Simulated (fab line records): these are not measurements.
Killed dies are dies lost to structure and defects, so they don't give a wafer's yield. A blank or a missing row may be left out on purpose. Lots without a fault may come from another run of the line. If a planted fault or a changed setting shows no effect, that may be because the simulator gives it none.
Chamber matching -- flow n5 finfet -- 4 sister chambers for N5_GATE_CUT_ETCH_58 on rie diel-06
The step etches SiNx in CH3F/O2, target depth 17 nm, time 128.6 s. 8 wafers are shown with their chamber, then 8 later ones without.

EACH WAFER AND ITS CHAMBER
wafer,chamber,drypump motor current A (A),showerhead plenum p Torr (Torr)
L075.5,1,6.6,2.12
L087.2,2,5.9,1.96
L087.4,3,6.5,2.07
L087.6,0,5.2,1.91
L088.1,3,6.5,2.07
L088.2,0,5.1,1.91
L088.5,2,5.8,1.96
L089.1,1,6.6,2.11

WAFERS WHOSE CHAMBER IS MISSING
wafer,drypump motor current A (A),showerhead plenum p Torr (Torr)
L089.5,5.2,1.91
L089.6,6.6,2.11
L092.1,5.2,1.91
L092.2,6.6,2.11
L092.5,5.2,1.91
L097.1,6.4,2.07
L097.4,6.4,2.07
L097.5,6.6,2.11

WHICH CHAMBER EACH WENT THROUGH
wafer,from the rows above,in truth
L089.5,0,0
L089.6,1,1
L092.1,0,0
L092.2,1,1
L092.5,0,0
L097.1,3,3
L097.4,3,3
L097.5,1,1
Placed correctly: 8 of 8. Not placeable from these rows: 0. Placed wrongly: 0.
How it was worked out, from the rows above alone: a wafer's distance from a chamber is the root of the sum, over the readings, of the square of ((its reading less the chamber's mean) divided by the reading's scatter). If the next closest chamber is less than 2 further off than the closest, the wafer can't be placed; otherwise it belongs to the closest. The mean given for a chamber averages the wafers shown for that chamber. The scatter: take each reading less its chamber's mean, square it, sum over the shown wafers, divide by the number of wafers less the number of chambers, and take the root.
